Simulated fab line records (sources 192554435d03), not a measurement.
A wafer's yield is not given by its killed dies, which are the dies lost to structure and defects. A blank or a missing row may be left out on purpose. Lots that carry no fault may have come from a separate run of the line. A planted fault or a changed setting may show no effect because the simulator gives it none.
Chamber matching	flow n5Finfet	4 sister chambers for N5_DUMMY_GATE_STRIP_41 on rieDiel-03
The step strips in O2. 4 wafers are shown with their chamber, then 10 later ones without.

== WAFERS, EACH WITH ITS CHAMBER ==
wafer	chamber	showerheadPlenumPTorr (Torr)
L081.1	0	2.06
L085.3	1	2.13
L087.2	3	2.19
L087.3	2	2.15

== WAFERS MISSING THEIR CHAMBER ==
wafer	showerheadPlenumPTorr (Torr)
L087.5	2.12
L090.1	2.19
L090.3	2.05
L090.4	2.12
L094.2	2.05
L094.4	2.19
L094.5	2.12
L097.1	2.05
L097.5	2.15
L097.6	2.12

== WHICH CHAMBER EACH WENT THROUGH ==
wafer	from the rows above	in truth
L087.5	1	1
L090.1	3	3
L090.3	0	0
L090.4	1	1
L094.2	0	0
L094.4	3	3
L094.5	1	1
L097.1	0	0
L097.5	2	2
L097.6	1	1
Correctly placed: 10 of 10. Can't be placed from these rows: 0. Wrongly placed: 0.
How it was worked out, from the rows above alone: a wafer's distance from a chamber is the root of the sum, over the readings, of the square of ((its reading less the chamber's mean) divided by the reading's scatter). If the next closest chamber is less than 2 further off than the closest, the wafer can't be placed; otherwise it belongs to the closest. The mean given for a chamber averages the wafers shown for that chamber. The scatter: root of mean squared gap, hidden wafer to nearest shown wafer, with one shown wafer a chamber.
